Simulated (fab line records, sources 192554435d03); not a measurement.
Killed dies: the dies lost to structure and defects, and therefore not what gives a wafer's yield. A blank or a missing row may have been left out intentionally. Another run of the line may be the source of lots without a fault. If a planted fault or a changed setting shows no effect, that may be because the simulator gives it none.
fab line records	flow n5_finfet
record lots=24	wafers=72	last_day=18
route steps=1938 shown BEOL_M6@1210 BEOL_M7@1301
lots untouched by any fault: they come from a run of this same line in which no faults occurred
start_h: hours from the record's first day to the start of the lot's first wafer shown	wait_h: hours elapsed since this lot's preceding step	" as in the row above	L1.1+2: a single row standing in for several wafers	- either no value or no given start	* or withheld: withheld	< > ~ a bound
route shown NAME@n: NAME is a module with steps in the file, n the number in the route of the first one	usual: mean/standard deviation of fault-free wafers	same: alike in all rows	chamber/n: place in a boat	sites: per-site readings	_std_site: how widely they spread, as a standard deviation	_edge_site: mean of outer sites minus mean of inner sites	radius_mm: how far each site lies from the wafer's centre	mask NAME#n: copy n	behind: the last tool/chamber to shape the wafer	hold: what put the lot on hold/how long, in hours/how the hold closed	device: which transistor (n, p or np) failed to switch	end of line: the tests these same wafers got at the end of their route	a step without rows: its recipe alone	killed: the dies lost at the first sort to structure and to defects; this is not the yield of the wafer	map: a wafer's dies, x killed, . not, _ none there
set.NAME: the run value of the setting; set.NAME@STEP: its run value at that earlier step	model.NAME: the simulator's own value behind a step, which no gauge read
the route's steps for a sample of lots (tables are steps, rows are wafers)
services: the hour from which a tool's chamber was out of use, counted from the record's first day as start_h (under 0 if before that day), plus the number of hours and why
## steps
# step N5_BEOL_M6_DESCUM_16
# recipe chemistry=O2	time_s=7.9	source_power_w=50	bias_power_w=20	pressure_mtorr=20	rf_frequency_hz=2.712e+07	temp_c=40	resist=CAR-ArF	o2_flow_sccm=225
# usual drypump_motor_current_A=5.6/0.55	oes_product_au=0.81/0.098	rf_vpp_V=242.9/1.2	showerhead_plenum_p_Torr=2.08/0.068	throttle_valve_pct=20.37/0.28
# same time_s=7.9
lot.wafer	tool	chamber	start_h	wait_h	drypump_motor_current_A	oes_product_au	rf_hours_counter_h	rf_vpp_V	showerhead_plenum_p_Torr	throttle_valve_pct
L074.2	rie_diel-05	3	174.74	0.0	6.0	0.71	198	244.5	2.14	20.65
L074.4	"	0	"	"	6.1	0.89	38	241.7	2.06	20.12
L074.6	"	0	"	"	6.1	0.90	-	244.3	2.05	20.14
L075.1	rie_diel-01	1	203.24	0.0	5.1	0.73	171	242.8	2.07	20.28
L075.4	"	0	"	"	4.9	0.80	118	243.0	2.03	20.62
L075.6	"	2	"	"	6.4	0.84	-	242.7	2.12	19.98
L076.3	rie_diel-05	3	208.05	0.0	6.1	0.70	211	244.3	2.14	20.67
L076.5	"	3	"	"	6.1	0.70	-	244.1	2.14	20.67
L076.6	"	0	"	"	6.1	0.87	-	241.8	2.05	20.15
L077.2	rie_diel-05	0	211.83	0.5	6.1	0.88	53	242.2	2.05	20.15
L077.4	"	1	"	"	5.8	0.70	-	242.6	2.06	20.55
L077.5	"	3	"	"	6.0	0.71	-	243.9	2.14	20.68
L078.1	rie_diel-06	2	218.40	0.0	6.6	1.01	4	244.6	2.23	20.09
L078.3	"	3	"	"	5.4	0.67	236	241.2	1.97	20.54
L078.4	"	1	"	"	4.9	0.75	169	241.6	2.01	20.86
L080.2	rie_diel-01	1	232.49	0.0	5.0	0.72	181	242.4	2.06	20.30
L080.3	"	2	"	"	6.4	0.82	87	243.8	2.12	19.99
L080.6	"	1	"	"	5.1	0.72	-	241.7	2.06	20.30
L079.1	rie_diel-01	3	232.74	0.2	5.2	0.95	11	241.4	2.05	20.11
L079.3	"	1	"	"	5.1	0.72	181	241.7	2.06	20.30
L079.4	"	2	"	"	6.4	0.82	87	244.6	2.12	20.01
L082.4	rie_diel-05	2	239.02	0.2	5.5	0.95	-	245.3	2.14	20.02
L082.5	"	0	"	"	6.1	0.85	-	242.0	2.05	20.16
L082.6	"	3	"	"	6.1	0.70	-	243.6	2.14	20.68
L081.3	rie_diel-06	2	242.11	0.4	6.6	0.98	14	244.2	2.23	20.10
L081.5	"	2	"	"	6.6	0.97	-	245.8	2.23	20.09
L081.6	"	3	"	"	5.4	0.66	-	240.5	1.96	20.57
L085.2	rie_diel-06	1	243.02	1.1	4.9	0.75	180	242.0	2.01	20.87
L085.3	"	3	"	"	5.5	0.67	247	240.9	1.96	20.57
L085.5	"	1	"	"	4.9	0.73	-	243.0	2.01	20.88
L083.4	rie_diel-06	1	255.68	0.1	4.9	0.74	-	241.6	2.01	20.88
L083.5	"	1	"	"	4.9	0.74	-	241.3	2.01	20.89
L083.6	"	0	"	"	5.6	0.74	-	243.4	2.08	20.42
L084.3	rie_diel-01	0	261.32	0.1	4.9	0.78	138	241.5	2.02	20.66
L084.4	"	1	"	"	5.1	0.71	192	242.5	2.06	20.32
L084.5	"	0	"	"	4.9	0.78	-	241.4	2.02	20.66
L086.1	rie_diel-05	1	264.89	0.7	5.7	0.97	8	241.6	2.05	20.14
L086.3	"	0	"	"	6.1	0.86	67	243.0	2.04	20.17
L086.5	"	0	"	"	6.1	0.85	-	242.5	2.05	20.17
L088.2	rie_diel-01	1	265.19	0.8	5.1	0.71	193	242.2	2.06	20.32
L088.4	"	2	"	"	6.4	0.81	98	242.9	2.11	20.01
L088.5	"	3	"	"	5.2	0.91	-	243.4	2.04	20.16
L087.1	rie_diel-06	2	265.32	0.9	6.6	0.96	20	244.8	2.22	20.10
L087.3	"	1	"	"	4.8	0.74	190	242.2	2.01	20.90
L087.6	"	0	"	"	5.6	0.75	-	243.7	2.08	20.45
L089.4	rie_diel-06	1	279.32	0.0	4.9	0.72	196	242.9	2.00	20.90
L089.5	"	3	"	"	5.4	0.94	-	245.2	2.22	20.34
L089.6	"	0	"	"	5.6	0.74	-	242.1	2.08	20.45
L090.1	rie_diel-05	3	292.85	0.2	6.1	0.68	243	243.6	2.13	20.73
L090.3	"	2	"	"	5.5	0.91	27	244.1	2.14	20.08
L090.5	"	2	"	"	5.5	0.91	-	242.6	2.14	20.05
L091.3	rie_diel-05	2	294.95	0.0	5.5	0.91	28	243.5	2.14	20.03
L091.5	"	1	"	"	5.8	0.94	-	242.9	2.05	20.16
L091.6	"	0	"	"	6.1	0.83	-	242.8	2.04	20.18
L093.2	rie_diel-01	1	302.06	0.0	5.1	0.70	203	243.3	2.05	20.34
L093.3	"	0	"	"	4.9	0.77	152	242.6	2.02	20.68
L093.5	"	0	"	"	4.9	0.77	-	242.3	2.02	20.67
L094.1	rie_diel-06	3	304.61	0.0	5.5	0.90	13	244.2	2.22	20.35
L094.5	"	2	"	"	6.6	0.92	-	244.7	2.22	20.11
L094.6	"	1	"	"	4.9	0.72	-	241.5	2.00	20.89
L092.2	rie_diel-05	0	305.37	0.0	6.1	0.83	80	242.4	2.04	20.20
L092.3	"	1	"	"	5.8	0.94	20	242.1	2.05	20.16
L092.6	"	0	"	"	6.1	0.82	-	242.3	2.04	20.20
L095.1	rie_diel-06	1	330.88	0.0	4.9	0.72	213	241.0	2.00	20.94
L095.4	"	3	"	"	5.4	0.90	21	243.8	2.22	20.36
L095.5	"	3	"	"	5.4	0.88	-	245.0	2.22	20.37
L097.2	rie_diel-01	3	335.71	0.0	5.2	0.86	48	243.8	2.03	20.20
L097.3	"	1	"	"	5.1	0.69	216	243.6	2.05	20.35
L097.5	"	3	"	"	5.2	0.86	-	242.2	2.03	20.21
L096.1	rie_diel-05	2	341.60	0.1	5.5	0.88	48	244.8	2.13	20.07
L096.2	"	0	"	"	6.1	0.81	97	243.1	2.03	20.22
L096.5	"	0	"	"	6.1	0.81	-	243.0	2.03	20.21
# step N5_BEOL_M6_CD_MEAS_35
# recipe target_cd_nm=40	target_cd_y_nm=28	polarity=opening
# usual cd_nm=40.0/0.73
lot.wafer	tool	chamber	start_h	wait_h	cd_nm
L074.2	cd_sem-03	-	179.54	0.0	39.5
L074.4	"	-	"	"	41.0
L074.6	"	-	"	"	40.2
L075.1	cd_sem-02	-	204.83	0.0	39.6
L075.4	"	-	"	"	40.6
L075.6	"	-	"	"	39.7
L076.3	cd_sem-02	-	210.76	0.0	40.2
L076.5	"	-	"	"	40.0
L076.6	"	-	"	"	40.4
L077.2	cd_sem-01	-	213.98	0.0	40.3
L077.4	"	-	"	"	41.5
L077.5	"	-	"	"	40.7
L078.1	cd_sem-01	-	219.99	0.0	39.6
L078.3	"	-	"	"	39.9
L078.4	"	-	"	"	41.2
L080.2	cd_sem-01	-	233.96	0.0	40.6
L080.3	"	-	"	"	40.6
L080.6	"	-	"	"	40.7
L079.1	cd_sem-02	-	234.35	0.0	39.6
L079.3	"	-	"	"	38.8
L079.4	"	-	"	"	40.5
L082.4	cd_sem-01	-	241.87	0.0	39.9
L082.5	"	-	"	"	40.3
L082.6	"	-	"	"	40.8
L081.3	cd_sem-03	-	244.41	0.0	39.9
L081.5	"	-	"	"	40.0
L081.6	"	-	"	"	39.8
L085.2	cd_sem-01	-	245.06	0.0	39.6
L085.3	"	-	"	"	38.8
L085.5	"	-	"	"	39.6
L083.4	cd_sem-02	-	260.50	0.0	40.7
L083.5	"	-	"	"	39.5
L083.6	"	-	"	"	39.6
L084.3	cd_sem-01	-	264.73	0.0	40.4
L084.4	"	-	"	"	40.0
L084.5	"	-	"	"	40.0
L088.2	cd_sem-01	-	266.78	0.0	38.7
L088.4	"	-	"	"	40.4
L088.5	"	-	"	"	38.8
L086.1	cd_sem-02	-	266.85	0.0	38.9
L086.3	"	-	"	"	40.3
L086.5	"	-	"	"	40.5
L087.1	cd_sem-02	-	266.95	0.0	39.4
L087.3	"	-	"	"	39.3
L087.6	"	-	"	"	38.6
L089.4	cd_sem-02	-	280.91	0.0	41.4
L089.5	"	-	"	"	41.8
L089.6	"	-	"	"	41.2
L090.1	cd_sem-01	-	295.03	0.0	39.2
L090.3	"	-	"	"	39.1
L090.5	"	-	"	"	39.9
L091.3	cd_sem-03	-	298.16	0.0	39.4
L091.5	"	-	"	"	40.0
L091.6	"	-	"	"	40.7
L093.2	cd_sem-02	-	303.66	0.0	40.0
L093.3	"	-	"	"	39.4
L093.5	"	-	"	"	40.4
L092.2	cd_sem-03	-	307.54	0.0	39.9
L092.3	"	-	"	"	39.3
L092.6	"	-	"	"	40.0
L094.1	cd_sem-03	-	307.84	0.0	40.1
L094.5	"	-	"	"	40.7
L094.6	"	-	"	"	39.6
L097.2	cd_sem-03	-	341.58	0.0	39.8
L097.3	"	-	"	"	41.0
L097.5	"	-	"	"	39.9
L095.1	cd_sem-01	-	341.63	0.0	39.4
L095.4	"	-	"	"	39.3
L095.5	"	-	"	"	39.8
L096.1	cd_sem-03	-	343.98	0.0	39.0
L096.2	"	-	"	"	39.3
L096.5	"	-	"	"	38.4
# step N5_BEOL_M6_ANNEAL_51
# recipe temp_c=225	time_s=90	ambient=N2
# usual anneal_temp_c=225.00/0.17	anneal_temp_c_max=225.76/0.22	wafer_temp_C_max=225.98/0.23
# same time_s=90
lot.wafer	tool	chamber	start_h	wait_h	anneal_temp_c	anneal_temp_c_max	wafer_temp_C_max
L074.2	rtp_anneal-02	0	182.16	0.1	225.29	226.15	226.15
L074.4	"	0	"	"	225.16	226.09	225.85
L074.6	"	0	"	"	225.17	226.00	226.10
L075.1	rtp_anneal-01	0	208.32	0.1	224.98	225.58	226.03
L075.4	"	0	"	"	224.86	225.43	225.64
L075.6	"	0	"	"	225.16	225.78	226.18
L076.3	rtp_anneal-02	0	214.50	0.3	225.07	225.82	225.95
L076.5	"	0	"	"	225.12	226.04	225.70
L076.6	"	0	"	"	225.20	226.02	225.89
L077.2	rtp_anneal-02	0	215.27	0.1	225.19	226.16	226.06
L077.4	"	0	"	"	225.23	225.81	226.06
L077.5	"	0	"	"	225.08	226.06	225.99
L078.1	rtp_anneal-01	0	223.31	0.4	225.01	225.61	225.68
L078.3	"	0	"	"	225.17	225.69	225.72
L078.4	"	0	"	"	225.26	225.90	225.71
L080.2	rtp_anneal-01	0	238.16	0.1	225.08	225.73	226.43
L080.3	"	0	"	"	225.13	225.72	226.30
L080.6	"	0	"	"	225.04	225.68	225.93
L079.1	rtp_anneal-01	0	238.84	0.1	224.92	225.63	225.94
L079.3	"	0	"	"	225.10	225.78	226.19
L079.4	"	0	"	"	224.97	225.57	226.22
L082.4	rtp_anneal-01	0	243.62	0.5	224.95	225.51	226.16
L082.5	"	0	"	"	225.01	225.71	225.60
L082.6	"	0	"	"	224.92	225.51	225.82
L081.3	rtp_anneal-02	0	246.63	0.1	225.15	225.87	225.83
L081.5	"	0	"	"	225.08	225.80	226.24
L081.6	"	0	"	"	225.28	226.14	226.20
L085.2	rtp_anneal-02	0	246.95	0.1	224.92	225.79	225.92
L085.3	"	0	"	"	224.50	225.42	225.79
L085.5	"	0	"	"	224.81	225.56	226.05
L083.4	rtp_anneal-02	0	262.65	0.9	224.82	225.83	225.93
L083.5	"	0	"	"	225.09	226.06	225.93
L083.6	"	0	"	"	224.69	225.89	225.80
L084.3	rtp_anneal-02	0	267.35	0.1	224.62	225.33	225.89
L084.4	"	0	"	"	225.09	226.16	225.96
L084.5	"	0	"	"	224.81	225.72	225.65
L088.2	rtp_anneal-01	0	268.83	0.7	224.98	225.79	225.98
L088.4	"	0	"	"	225.10	225.82	225.96
L088.5	"	0	"	"	224.87	225.45	226.42
L086.1	rtp_anneal-01	0	269.33	0.9	225.07	225.60	226.25
L086.3	"	0	"	"	224.89	225.68	225.88
L086.5	"	0	"	"	224.65	225.25	226.02
L087.1	rtp_anneal-02	0	269.51	0.9	224.76	225.67	225.95
L087.3	"	0	"	"	225.03	225.94	225.82
L087.6	"	0	"	"	224.83	225.86	225.73
L089.4	rtp_anneal-01	0	283.73	0.2	225.04	225.81	225.82
L089.5	"	0	"	"	225.12	225.62	226.27
L089.6	"	0	"	"	225.25	225.84	226.17
L090.1	rtp_anneal-02	0	296.92	0.1	225.03	225.86	225.80
L090.3	"	0	"	"	225.32	226.11	225.79
L090.5	"	0	"	"	224.93	226.02	226.00
L091.3	rtp_anneal-01	0	301.56	0.1	225.06	225.75	226.05
L091.5	"	0	"	"	224.93	225.60	225.90
L091.6	"	0	"	"	224.97	225.60	226.06
L093.2	rtp_anneal-02	0	305.66	0.6	224.84	225.64	225.95
L093.3	"	0	"	"	225.05	225.97	226.21
L093.5	"	0	"	"	224.86	225.85	226.07
L092.2	rtp_anneal-02	0	309.40	0.3	225.01	225.99	225.61
L092.3	"	0	"	"	224.98	225.84	225.83
L092.6	"	0	"	"	225.14	226.10	225.54
L094.1	rtp_anneal-01	0	310.17	0.8	225.01	225.57	225.94
L094.5	"	0	"	"	225.06	225.62	226.35
L094.6	"	0	"	"	224.74	225.30	225.82
L097.2	rtp_anneal-01	0	343.89	0.2	225.11	225.75	226.10
L097.3	"	0	"	"	224.85	225.46	226.32
L097.5	"	0	"	"	224.86	225.57	226.53
L095.1	rtp_anneal-02	0	346.81	0.1	224.82	225.51	226.29
L095.4	"	0	"	"	224.69	225.45	225.90
L095.5	"	0	"	"	224.67	225.40	225.81
L096.1	rtp_anneal-01	0	348.10	0.3	225.36	225.91	226.00
L096.2	"	0	"	"	225.35	226.06	225.73
L096.5	"	0	"	"	225.42	226.06	225.54
# step N5_BEOL_M6_DEP_56
# recipe material=SiCN	target_thk_a=100	temp_c=withheld	precursor=3MS/NH3	pressure_torr=3	rf_w=202	time_s=17.5
# usual showerhead_plenum_p_Torr=3.666/0.014	throttle_valve_pct=9.2/0.46
# same time_s=17.5
lot.wafer	tool	chamber	start_h	wait_h	showerhead_plenum_p_Torr	throttle_valve_pct
L074.2	pecvd-04	2	182.77	0.0	3.662	9.3
L074.4	"	1	"	"	3.678	9.9
L074.6	"	2	"	"	3.662	9.0
L075.1	pecvd-02	0	208.97	0.0	3.660	8.8
L075.4	"	0	"	"	3.661	8.9
L075.6	"	1	"	"	3.680	8.9
L076.3	pecvd-02	1	215.10	0.0	3.701	9.3
L076.5	"	0	"	"	3.664	8.9
L076.6	"	1	"	"	3.693	9.1
L077.2	pecvd-02	0	215.90	0.0	3.666	9.1
L077.4	"	0	"	"	3.645	8.8
L077.5	"	1	"	"	3.688	9.2
L078.1	pecvd-02	2	223.96	0.0	3.641	8.6
L078.3	"	1	"	"	3.690	9.1
L078.4	"	2	"	"	3.640	8.3
L080.2	pecvd-03	1	238.77	0.0	3.661	9.9
L080.3	"	0	"	"	3.660	9.1
L080.6	"	0	"	"	3.662	9.3
L079.1	pecvd-03	2	239.49	0.0	3.662	9.0
L079.3	"	1	"	"	3.665	10.2
L079.4	"	0	"	"	3.666	9.3
L082.4	pecvd-02	0	244.15	0.0	3.663	9.1
L082.5	"	1	"	"	3.679	9.3
L082.6	"	2	"	"	3.644	8.7
L081.3	pecvd-02	1	247.20	0.0	3.686	9.2
L081.5	"	1	"	"	3.686	9.1
L081.6	"	2	"	"	3.648	8.7
L085.2	pecvd-03	0	247.58	0.0	3.667	9.2
L085.3	"	2	"	"	3.658	9.0
L085.5	"	0	"	"	3.673	9.4
L083.4	pecvd-04	1	263.19	0.0	3.675	10.2
L083.5	"	0	"	"	3.670	9.4
L083.6	"	2	"	"	3.651	8.7
L084.3	pecvd-04	2	267.91	0.0	3.652	8.7
L084.4	"	1	"	"	3.672	10.1
L084.5	"	2	"	"	3.665	8.6
L088.2	pecvd-03	2	269.45	0.0	3.658	8.8
L088.4	"	2	"	"	3.662	8.9
L088.5	"	2	"	"	3.656	8.9
L086.1	pecvd-03	0	270.00	0.0	3.667	9.1
L086.3	"	1	"	"	3.662	10.1
L086.5	"	1	"	"	3.663	9.6
L087.1	pecvd-03	2	270.16	0.0	3.664	9.0
L087.3	"	0	"	"	3.660	9.2
L087.6	"	0	"	"	3.657	9.2
L089.4	pecvd-02	2	284.27	0.0	3.650	9.0
L089.5	"	0	"	"	3.667	8.9
L089.6	"	1	"	"	3.689	9.2
L090.1	pecvd-03	0	297.58	0.0	3.665	9.3
L090.3	"	2	"	"	3.661	9.0
L090.5	"	2	"	"	3.654	9.0
L091.3	pecvd-02	0	302.13	0.0	3.654	8.9
L091.5	"	2	"	"	3.634	8.8
L091.6	"	1	"	"	3.689	9.3
L093.2	pecvd-02	2	306.28	0.0	3.642	8.7
L093.3	"	0	"	"	3.672	9.0
L093.5	"	2	"	"	3.641	8.7
L092.2	pecvd-03	2	310.01	0.0	3.653	8.7
L092.3	"	1	"	"	3.668	9.3
L092.6	"	0	"	"	3.664	9.3
L094.1	pecvd-04	1	310.82	0.0	3.678	9.8
L094.5	"	2	"	"	3.661	8.7
L094.6	"	1	"	"	3.687	10.1
L097.2	pecvd-03	0	344.72	0.0	3.659	9.2
L097.3	"	2	"	"	3.655	8.9
L097.5	"	1	"	"	3.661	10.0
L095.1	pecvd-04	1	347.48	0.0	3.676	10.1
L095.4	"	1	"	"	3.667	10.3
L095.5	"	0	"	"	3.669	9.6
L096.1	pecvd-03	2	348.75	0.0	3.663	8.9
L096.2	"	0	"	"	3.663	9.4
L096.5	"	1	"	"	3.668	10.2
# step N5_BEOL_M7_ETCH_65
# recipe chemistry=CF4	target=SiARC	target_depth_a=156	mask_material=CAR-EUV	time_s=26	ion_energy_ev=80	pressure_mtorr=40	source_w=545	bias_w=36	Ar_flow_sccm=100	cf4_flow_sccm=100	ends=cleared
# usual drypump_motor_current_A=5.8/0.37	etch_rf_on_time_s=26.1/0.52	oes_product_au=0.67/0.075	rf_vpp_V=184.0/1.2	showerhead_plenum_p_Torr=2.13/0.071	throttle_valve_pct=15.60/0.23
lot.wafer	tool	chamber	start_h	wait_h	drypump_motor_current_A	etch_rf_on_time_s	oes_product_au	rf_hours_counter_h	rf_vpp_V	showerhead_plenum_p_Torr	throttle_valve_pct
L074.2	rie_diel-03	2	186.50	0.0	6.0	25.9	0.65	167	182.1	2.06	15.72
L074.4	"	0	"	"	5.9	26.3	0.72	54	182.4	2.08	15.35
L074.6	"	2	"	"	6.0	26.1	0.65	-	183.8	2.06	15.73
L075.1	rie_diel-04	2	213.60	0.0	5.8	25.9	0.63	173	183.7	2.14	15.66
L075.4	"	1	"	"	5.2	27.0	0.56	246	184.8	2.19	15.77
L075.6	"	1	"	"	5.2	27.1	0.56	-	185.0	2.19	15.75
L076.3	rie_diel-03	3	219.10	0.0	5.6	26.3	0.60	196	184.3	2.21	15.69
L076.5	"	1	"	"	5.7	25.4	0.66	-	185.4	2.14	15.44
L076.6	"	2	"	"	6.0	26.2	0.64	-	183.5	2.06	15.75
L077.2	rie_diel-04	1	220.26	0.0	5.2	27.0	0.56	248	186.7	2.19	15.76
L077.4	"	2	"	"	5.8	26.0	0.62	175	183.1	2.14	15.68
L077.5	"	1	"	"	5.2	26.8	0.56	-	184.7	2.19	15.76
L078.1	rie_diel-03	3	231.53	0.0	5.5	26.3	0.59	199	183.6	2.21	15.70
L078.3	"	1	"	"	5.7	25.6	0.66	157	184.4	2.14	15.44
L078.4	"	0	"	"	5.9	26.4	0.71	67	183.8	2.08	15.36
L079.1	rie_diel-03	1	243.61	0.0	5.7	25.9	0.65	160	185.0	2.14	15.44
L079.3	"	3	"	"	5.5	26.7	0.59	202	186.0	2.21	15.73
L079.4	"	2	"	"	6.0	26.6	0.63	184	182.4	2.05	15.76
L080.2	rie_diel-04	2	243.77	0.0	5.8	26.1	0.61	183	185.3	2.13	15.70
L080.3	"	3	"	"	6.3	26.8	0.71	68	185.5	2.26	15.62
L080.6	"	0	"	"	5.5	26.6	0.58	-	182.1	2.03	15.84
L082.4	rie_diel-03	2	249.37	0.0	6.0	26.1	0.64	185	183.6	2.05	15.75
L082.5	"	0	"	"	5.9	26.3	0.71	-	184.3	2.08	15.37
L082.6	"	1	"	"	5.7	25.7	0.65	-	184.2	2.14	15.46
L081.3	rie_diel-02	3	251.78	0.0	4.9	24.9	0.63	226	184.1	2.04	16.05
L081.5	"	0	"	"	5.7	26.3	0.78	-	183.8	2.17	15.27
L081.6	"	1	"	"	6.3	26.0	0.81	-	182.5	2.10	15.25
L085.2	rie_diel-03	3	252.22	0.0	5.5	26.4	0.59	205	186.8	2.21	15.71
L085.3	"	1	"	"	5.7	26.1	0.65	163	183.8	2.14	15.46
L085.5	"	3	"	"	5.5	26.5	0.59	-	184.3	2.21	15.71
L083.4	rie_diel-04	1	266.25	0.0	5.2	26.7	0.82	1	184.1	2.19	15.24
L083.5	"	2	"	"	5.8	26.3	0.61	-	183.5	2.13	15.70
L083.6	"	1	"	"	5.2	26.9	0.81	-	186.6	2.19	15.26
L084.3	rie_diel-03	0	270.90	0.0	5.9	26.7	0.69	79	183.6	2.08	15.40
L084.4	"	2	"	"	6.0	26.2	0.64	193	184.5	2.05	15.77
L084.5	"	3	"	"	5.5	26.5	0.59	-	184.3	2.21	15.74
L088.2	rie_diel-04	3	274.21	0.0	6.3	26.8	0.69	76	186.5	2.26	15.63
L088.4	"	2	"	"	5.8	26.1	0.61	192	182.9	2.13	15.71
L088.5	"	0	"	"	5.5	26.4	0.58	-	181.1	2.02	15.87
L086.1	rie_diel-02	2	274.38	0.0	5.9	25.5	0.64	169	183.8	2.14	15.90
L086.3	"	1	"	"	6.3	25.3	0.80	13	183.8	2.10	15.23
L086.5	"	3	"	"	4.9	24.7	0.62	-	182.3	2.03	16.07
L087.1	rie_diel-03	0	274.59	0.0	5.9	26.6	0.69	80	184.4	2.08	15.39
L087.3	"	2	"	"	6.0	26.1	0.63	194	182.1	2.05	15.76
L087.6	"	1	"	"	5.7	25.7	0.64	-	182.6	2.14	15.49
L089.4	rie_diel-02	0	292.97	0.0	5.7	26.1	0.77	31	183.7	2.17	15.30
L089.5	"	1	"	"	6.3	25.4	0.79	-	183.2	2.10	15.24
L089.6	"	0	"	"	5.7	26.2	0.78	-	184.8	2.17	15.29
L090.1	rie_diel-02	1	302.84	0.0	6.3	25.7	0.78	22	184.3	2.10	15.27
L090.3	"	2	"	"	5.9	26.0	0.62	178	185.1	2.14	15.91
L090.5	"	0	"	"	5.7	25.9	0.77	-	184.6	2.17	15.31
L091.3	rie_diel-03	3	309.46	0.0	5.5	26.2	0.59	221	186.0	2.21	15.74
L091.5	"	0	"	"	5.9	26.8	0.68	-	185.1	2.07	15.41
L091.6	"	3	"	"	5.5	26.2	0.58	-	184.6	2.21	15.75
L093.2	rie_diel-02	3	309.64	0.0	4.9	24.9	0.62	243	181.6	2.03	16.08
L093.3	"	2	"	"	5.8	25.8	0.63	182	183.4	2.14	15.93
L093.5	"	2	"	"	5.8	26.0	0.63	-	184.6	2.14	15.93
L094.1	rie_diel-04	2	316.27	0.0	5.8	25.8	0.61	206	182.9	2.13	15.74
L094.5	"	3	"	"	6.3	26.5	0.69	-	185.0	2.26	15.68
L094.6	"	2	"	"	5.8	26.0	0.61	-	183.6	2.13	15.72
L092.2	rie_diel-03	3	316.28	0.0	5.5	26.3	0.58	224	185.1	2.20	15.76
L092.3	"	2	"	"	6.1	26.1	0.62	205	183.2	2.05	15.79
L092.6	"	0	"	"	5.9	26.3	0.69	-	183.6	2.07	15.41
L095.1	rie_diel-04	2	350.83	0.0	5.8	25.8	0.60	216	183.6	2.12	15.74
L095.4	"	2	"	"	5.8	26.0	0.60	-	183.8	2.12	15.76
L095.5	"	3	"	"	6.3	26.3	0.68	-	184.9	2.25	15.70
L097.2	rie_diel-04	2	351.23	0.0	5.8	26.5	0.59	216	184.0	2.12	15.76
L097.3	"	3	"	"	6.3	27.1	0.67	100	185.4	2.25	15.70
L097.5	"	2	"	"	5.8	26.5	0.59	-	183.4	2.12	15.74
L096.1	rie_diel-02	1	353.06	0.0	6.4	25.9	0.76	41	185.0	2.09	15.31
L096.2	"	2	"	"	5.9	25.9	0.62	197	184.4	2.13	15.95
L096.5	"	0	"	"	5.7	26.0	0.75	-	184.2	2.16	15.32
# step N5_BEOL_M7_RS_MEAS_57
# recipe thk_meas_gauge=four-point-probe	reads=Cu_of_BEOL_M7_ECD_50+Co_of_BEOL_M7_CVD_78+TaN_of_BEOL_M7_ALD_77
# usual M7_RS=0.288/0.0077
lot.wafer	tool	chamber	start_h	wait_h	M7_RS[ohm/sq]
L074.2	film_metro-02	-	189.33	0.1	0.284
L074.4	"	-	"	"	0.282
L074.6	"	-	"	"	0.281
L075.1	film_metro-02	-	218.08	0.1	0.286
L075.4	"	-	"	"	0.296
L075.6	"	-	"	"	0.293
L076.3	film_metro-01	-	223.63	0.1	0.297
L076.5	"	-	"	"	0.285
L076.6	"	-	"	"	0.288
L077.2	film_metro-01	-	224.69	0.1	0.284
L077.4	"	-	"	"	0.279
L077.5	"	-	"	"	0.281
L078.1	film_metro-01	-	234.43	0.1	0.303
L078.3	"	-	"	"	0.292
L078.4	"	-	"	"	0.294
L079.1	film_metro-02	-	246.73	0.1	0.283
L079.3	"	-	"	"	0.299
L079.4	"	-	"	"	0.290
L080.2	film_metro-02	-	247.19	0.1	0.287
L080.3	"	-	"	"	0.299
L080.6	"	-	"	"	0.305
L082.4	film_metro-01	-	252.31	0.0	0.301
L082.5	"	-	"	"	0.288
L082.6	"	-	"	"	0.284
L081.3	film_metro-01	-	255.37	0.1	0.279
L081.5	"	-	"	"	0.290
L081.6	"	-	"	"	0.285
L085.2	film_metro-01	-	256.23	0.1	0.300
L085.3	"	-	"	"	0.280
L085.5	"	-	"	"	0.296
L083.4	film_metro-01	-	269.79	0.0	0.288
L083.5	"	-	"	"	0.287
L083.6	"	-	"	"	0.289
L084.3	film_metro-02	-	275.64	0.1	0.288
L084.4	"	-	"	"	0.290
L084.5	"	-	"	"	0.294
L088.2	film_metro-01	-	277.24	0.1	0.293
L088.4	"	-	"	"	0.288
L088.5	"	-	"	"	0.301
L086.1	film_metro-02	-	277.39	0.1	0.287
L086.3	"	-	"	"	0.282
L086.5	"	-	"	"	0.285
L087.1	film_metro-01	-	278.27	0.1	0.295
L087.3	"	-	"	"	0.291
L087.6	"	-	"	"	0.282
L089.4	film_metro-02	-	296.03	0.0	0.282
L089.5	"	-	"	"	0.283
L089.6	"	-	"	"	0.289
L090.1	film_metro-01	-	306.00	0.1	0.280
L090.3	"	-	"	"	0.282
L090.5	"	-	"	"	0.283
L091.3	film_metro-01	-	313.71	0.1	0.293
L091.5	"	-	"	"	0.278
L091.6	"	-	"	"	0.294
L093.2	film_metro-01	-	313.97	0.1	0.275
L093.3	"	-	"	"	0.278
L093.5	"	-	"	"	0.278
L094.1	film_metro-02	-	320.69	0.1	0.284
L094.5	"	-	"	"	0.291
L094.6	"	-	"	"	0.278
L092.2	film_metro-02	-	320.98	0.1	0.294
L092.3	"	-	"	"	0.290
L092.6	"	-	"	"	0.288
L095.1	film_metro-02	-	354.59	0.1	0.294
L095.4	"	-	"	"	0.288
L095.5	"	-	"	"	0.293
L097.2	film_metro-02	-	354.88	0.1	0.303
L097.3	"	-	"	"	0.299
L097.5	"	-	"	"	0.294
L096.1	film_metro-01	-	357.26	0.1	0.283
L096.2	"	-	"	"	0.286
L096.5	"	-	"	"	0.288
## services
tool	chamber	start_h	hours	kind
rie_diel-05	0	156.43	8.6	repair
rie_diel-01	1	164.18	2.6	repair
pecvd-03	2	170.54	5.2	repair
rie_diel-04	0	176.83	7.2	repair
rie_diel-05	2	197.50	-	clean
rie_diel-05	2	197.50	-	consumable_replace:focus_ring
rie_diel-05	2	197.50	21.7	scheduled_down
rie_diel-04	0	204.06	8.8	repair
pecvd-02	2	212.62	8.6	repair
rie_diel-05	-	220.37	0.1	repair
pecvd-03	1	241.93	22.3	repair
rie_diel-05	-	242.12	2.8	pm
rie_diel-05	0	249.32	13.7	repair
rie_diel-02	1	257.11	6.0	repair
rie_diel-01	1	266.36	5.0	repair
pecvd-02	0	279.07	4.1	repair
pecvd-03	2	280.60	5.5	scheduled_down
rie_diel-04	0	284.54	18.3	repair
rie_diel-02	3	293.80	6.4	repair
rie_diel-03	0	318.87	4.7	repair
rie_diel-06	-	323.83	2.8	pm
rie_diel-03	0	325.59	3.4	repair
pecvd-02	-	339.09	14.6	pm
rie_diel-04	1	350.14	7.9	repair
## key
fault none
